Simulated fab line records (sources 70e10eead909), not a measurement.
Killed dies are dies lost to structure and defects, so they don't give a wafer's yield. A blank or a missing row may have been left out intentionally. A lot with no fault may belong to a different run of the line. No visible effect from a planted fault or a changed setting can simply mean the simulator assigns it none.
Struck lot and sound lot, side by side + flow nand harc + 18 steps out of a route of 1302
Sound: wafers L325.3, L325.5, L325.6. The struck wafers were L333.3, L333.4, L333.6. The cause comes at the end.
Order at every step that has rows: each side's tool, ch and its chambers, its first start. Under that, the readings that differ: sound wafers + struck wafers + difference of the means + sigmas: that difference in standard deviations of wafers without a fault.
alike: words and numbers the same on both sides, and readings whose means are apart by under 2 such deviations; not compared: readings that were withheld, readings missing a value for some wafer, numbers with overlapping values and no deviation given by the record, and bounds like >300 which may hide the same value.
A row with sigmas, a row that says differs or no value, or rows on one side alone: a step with any of these is where the two part. Numbers that have no deviation but don't overlap get no sigmas and don't part them. A reading missing from all wafers of one side parts the sides only when that side holds two or more wafers.

NHARC_P_CONTACT_CVD_23: deposits W, target thk 200 nm, time 557 s.
  sound on cvd w-02 ch 0,1; struck on cvd w-02 ch 0,1
  alike: heater power w, susceptor temp C, throttle valve pct
NHARC_P_CONTACT_CMP_24: polishes, t overpolish 30 s, target thk 200 nm.
  sound on cmp-01 ch 0,1,2, day 7 06:37; struck on cmp-03 ch 0,1,3, day 10 17:02
  alike: motor current A, overpolish run s, time to endpoint s
after that, 1 step had no rows for these wafers: NHARC_P_CONTACT_SRD_26.
NHARC_P_CONTACT_INSPECT_27:
  sound on defect inspect-01 at day 7 06:56; struck on defect inspect-01 at day 10 17:23
  alike: raw defect count
then, 7 steps without rows for these wafers: NHARC_P_M0_DEP_00 (deposits SiOC, target thk 150 nm); NHARC_P_M0_DEHYDRATE_01 (time 120 s); NHARC_P_M0_HMDS_02 (time 30 s); NHARC_P_M0_COAT_33 (time 65 s); NHARC_P_M0_COAT_03 (resist thk 90 nm); NHARC_P_M0_SOFTBAKE_04 (time 55 s); NHARC_P_M0_EBR_05.
NHARC_P_M0_EXPOSE_06: exposes mask P M0, target cd 90 nm.
  sound on arfi scanner-03 ch 0, day 7 07:43; struck on arfi scanner-02 ch 0, day 10 18:02
| reading                      | sound                   | struck         | difference | sigmas |
|------------------------------|-------------------------|----------------|------------|--------|
| model.P_M0.overlay x nm (nm) | -0.8807 -0.8807 -0.8807 | 14.6 14.6 14.6 | +15.5      |        |
  alike: mask
then, 2 steps without rows for these wafers: NHARC_P_M0_PEB_07 (peb time 65 s); NHARC_P_M0_DEVELOP_08 (develop time 35 s).
NHARC_P_M0_CD_MEAS_09: target cd 90 nm.
  sound on cd sem-03 ch 0, day 7 07:51; struck on cd sem-03 ch 0, day 10 18:10
  alike: cd nm
NHARC_P_M0_OVL_MEAS_10: pitch 180 nm.
  sound on overlay-02 at day 7 07:56; struck on overlay-02 at day 10 18:15
| reading           | sound          | struck         | difference | sigmas |
|-------------------|----------------|----------------|------------|--------|
| overlay x nm (nm) | -0.7 -1.1 -0.5 | 14.3 14.6 14.3 | +15.2      | +22    |
  alike: overlay y nm
NHARC_P_M0_INSPECT_11:
  sound on defect inspect-02 at day 7 07:58; struck on defect inspect-01 at day 10 18:17
  alike: raw defect count
-- break in the record here, with 20 days between the starts of the struck wafers on either side (left off in module P_M0, picked up again in module END, where the first step shown is number 1302 on the route) --
NHARC_END_SORT_01:
  the record has rows for the struck wafers here (prober-02 ch 0, day 30 10:04) and none for the sound ones

== WHERE THEY PART ==
First at NHARC_P_M0_OVL_MEAS_10; last, within this record, at NHARC_END_SORT_01.

WHY: what the simulator had put in
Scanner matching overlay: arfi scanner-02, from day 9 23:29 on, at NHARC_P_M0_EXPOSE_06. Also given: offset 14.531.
